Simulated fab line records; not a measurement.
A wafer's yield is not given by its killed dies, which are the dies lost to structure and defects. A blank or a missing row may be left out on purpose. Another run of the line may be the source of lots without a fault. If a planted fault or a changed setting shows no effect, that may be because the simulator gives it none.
Code-filled problem report in 8D (eight disciplines) form -- flow n5Finfet -- the parts of the form that need people (team, actions taken, sign-off) are left out

1. THE ISSUE
Across 6 wafers from 2 lots, V3_OVL at N5_BEOL_M4_OVL_MEAS_29 averages 11.6 nm, while fault-free wafers read 0.7 nm with a standard deviation of 0.67. That puts it +16 standard deviations away from the usual mean.
The first sign was on wafer L281.1 at day 10 20:41, on overlay-01. Wafers with a number at this step in the record: 24, from 8 lots. Rule for "out", or "out of limits": more than 4 standard deviations from the usual mean. The rest of the wafers with a number are treated as sound.

2. WHAT IT IS; WHAT IT IS NOT
question,is,is not
which readings at this step,V3_OVL,-
which lots,"L281, L285","L273, L276, L277, L287, L293, L295"
which wafers of those lots,all that have a number,-
read on which gauges,overlay-01,overlay-02
when,from day 10 20:41,"up to then (9 sound wafers); but 9 sound wafers of L287, L293, L295 came after"

3. THE SUSPECTS, EACH WITH WHAT RULES IT OUT
Counting: a tool at any process step up to the reading remains a suspect when it ran all the lots that are out and ran no sound lot after the first of those.
- ruled out: the gauge at N5_BEOL_M4_OVL_MEAS_29. All the wafers that are out were read on overlay-01, but those of them that N5_PASSIVATION_PROBE_49 has rows for are out there too, on other tools.
- rieDiel-05 at N5_BEOL_M4_ETCH_74 (etches underlayer in N2/H2, target depth 6.5 nm, time 5.2 s): ruled out as a lasting fault. The sound lots L287 went through it after L281, its earliest lot that is out (day 10 19:48).
- euvScanner-01 at N5_BEOL_M4_EXPOSE_25 (exposes mask V3, defocus 5 nm): kept. Every lot that is out went through it, starting with L281 (day 10 20:30), and after that it ran no sound lot; the last sound lot it ran before then is L277 (day 8 20:47).
Remaining after the count: euvScanner-01 at N5_BEOL_M4_EXPOSE_25.

4. THE CAUSE (what the simulator had put in)
Scanner matching overlay: euvScanner-01, from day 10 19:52 on, at N5_BEOL_M4_EXPOSE_25. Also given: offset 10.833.
After counting, this tool was the only one left.

5. THE EFFECT CHAIN, in route order
Each row: a reading whose mean over the struck wafers that have a number lies more than 3 standard deviations from the usual. Readings are gone through only where the record gives a usual standard deviation; hours: the median, over the lots, of the time from a lot's start at the first step in this table giving one to that lot's start at this step; sigmas: the change measured in usual standard deviations.
hours,step,reading,usual,on struck wafers,change,sigmas
0,N5_BEOL_M4_OVL_MEAS_29,V3_OVL,0.7 nm,11.6,+10.9,+16
138,N5_PASSIVATION_PROBE_49,defectLimitedYield,91.0 %,33.9,-57.1,-38
138,N5_PASSIVATION_PROBE_49,killed_at_M4_up,13,676,+663,+99 or more
138,N5_PASSIVATION_PROBE_49,killedDies,106,780,+674,+40
138,N5_PASSIVATION_PROBE_49,killedOnRim,13,102,+90,+21
138,N5_PASSIVATION_PROBE_49,sort_bin_5_function,5.3 %,34.3,+29.0,+29
138,N5_PASSIVATION_PROBE_49,sortNPass,1074,400,-674,-40
138,N5_PASSIVATION_PROBE_49,sortYieldPct,91.0 %,33.9,-57.1,-38
Its process steps:
- N5_PASSIVATION_PROBE_49
At these later measuring or inspecting steps, every struck wafer for which the step has a row has a number for every such reading, and none has moved that far: N5_BEOL_M4_RC_MEAS_101.

6. HOW IT WOULD HAVE BEEN CAUGHT EARLIER
In this record the first reading out of limits at a measuring or inspecting step was taken at day 10 20:41, 1 hour after the fault began at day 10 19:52.
Lots out: 2; of these, L285 started N5_BEOL_M4_EXPOSE_25 on euvScanner-01 after day 10 20:41. Holding the tool at that time would have saved it.
